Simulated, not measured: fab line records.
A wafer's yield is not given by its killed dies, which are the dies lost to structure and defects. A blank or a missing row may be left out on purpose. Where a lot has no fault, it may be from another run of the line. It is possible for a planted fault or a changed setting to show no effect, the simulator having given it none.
A lot that was struck, set against a sound lot | flow nand harc | 15 steps out of a route of 1302
Sound: these wafers, L404.3, L404.4, L404.6. Wafers struck: L397.2, L397.3, L397.5. The cause is named last.
For every step that has rows: the tool of each side, followed by ch and its chambers, followed by its first start. Under that, the readings that differ: sound wafers | struck wafers | difference of the means | sigmas: that difference in standard deviations of wafers without a fault.
alike: a reading whose means differ by less than 2 such deviations, as well as words and numbers matching on both sides. not compared: withheld readings; readings where some wafer has no value; bounds like >300 that might hide an equal value; numbers whose values overlap and for which the record gives no deviation.
The two part at a step that has a row with sigmas, a row that says differs or no value, or rows on one side only. Numbers that don't overlap but have no deviation are shown without sigmas and don't part them. A reading missing from all wafers of one side parts the sides only when that side holds two or more wafers.

first, 2 steps without rows for these wafers: NHARC_THIN_TSV_PEB_10 (peb time 85 s); NHARC_THIN_TSV_DEVELOP_11 (time 70 s).
NHARC_THIN_TSV_CD_MEAS_12: the cd target is 1000 nm.
  sound on cd sem-03 ch 0, day 31 13:25; struck on cd sem-03 ch 0, day 28 17:00
  alike: cd nm
then, 1 step without rows for these wafers: NHARC_THIN_TSV_HARDBAKE_13 (time 80 s).
NHARC_THIN_TSV_DESCUM_14: chemistry O2, time 3 s.
  sound on rie diel-05 ch 0,3, day 31 13:34; struck on rie diel-12 ch 1,2, day 28 17:09
  alike: drypump motor current A, oes product au, rf vpp V, showerhead plenum p Torr, throttle valve pct
  not compared: rf hours counter h
NHARC_THIN_TSV_ETCH_44: etches the open film in CF4/O2, target depth 1594.2 nm, time 797.1 s.
  sound on rie diel-05 ch 1,3, day 31 13:40; struck on rie diel-12 ch 0,2,3, day 28 17:18
  alike: cf4 flow sccm, drypump motor current A, oes product au, rf vpp V, showerhead plenum p Torr, throttle valve pct
  not compared: rf hours counter h
NHARC_THIN_TSV_ETCH_15: target depth 3000 nm, bosch target overetch cycles 2, bosch etch step 2.8 s.
  sound on rie si-04 ch 0,1,2, day 31 14:14; struck on rie si-02 ch 1,2, day 28 17:49
  alike: drypump motor current A
  not compared: rf hours counter h
NHARC_THIN_TSV_CD_MEAS_16:
  struck on cd sem-01, day 28 17:58; sound on cd sem-02, day 31 14:23
  reading    | sound              | struck               | difference | sigmas
  cd nm (nm) | 998.3 997.2 1000.1 | 1002.7 1004.3 1002.4 | +4.6       | +2
then, 2 steps without rows for these wafers: NHARC_THIN_TSV_STRIP_45 (strips in O2); NHARC_THIN_TSV_STRIP_46 (strips in post etch residue remover, time 1200 s).
NHARC_THIN_TSV_DEP_47: deposits SiO2, target thk 200 nm.
  sound on pecvd-04 ch 0,1, day 31 15:16; struck on pecvd-01 ch 0,1,2, day 28 18:53
  alike: throttle valve pct
  not compared: since wet clean h
then, 1 step without rows for these wafers: NHARC_THIN_TSV_ETCHBACK_48 (etches the open film in C4F8/Ar, target depth 1028.5 nm, time 405.17 s).
NHARC_THIN_TSV_STRIP_62: strips in N2/H2, time 20 s.
  sound on plasma asher-01 ch 0,1, day 31 16:09; struck on plasma asher-02 ch 0,1, day 28 19:37
  no value came back on the struck wafers for drypump motor current A (A), heater power w (W), rf refl power W (W); on the sound wafers drypump motor current A (A) reads 6.0 6.3 6.2
  not compared: rf hours counter h
NHARC_THIN_TSV_DEGAS_49: time 120 s.
  struck on pvd sputter-03, day 28 19:46; sound on pvd sputter-03, day 31 16:16
  alike: heater power w
NHARC_END_SORT_01:
  sound on prober-02 ch 0, day 32 07:11; struck on prober-01 ch 0, day 29 07:46
  reading         | sound | struck  | difference | sigmas
  killed at other | 0 0 0 | 3 9 17  | +10        | +10
  killed open     | 1 2 2 | 11 9 16 | +10        | +5
  killed short    | 2 2 1 | 4 9 3   | +4         | +2
  alike: defect limited yield, killed at array, killed at periphery, killed dies

WHERE THEY PART
At NHARC_THIN_TSV_CD_MEAS_16 first; at NHARC_END_SORT_01 last (within this record only).

WHY: what the simulator had put in
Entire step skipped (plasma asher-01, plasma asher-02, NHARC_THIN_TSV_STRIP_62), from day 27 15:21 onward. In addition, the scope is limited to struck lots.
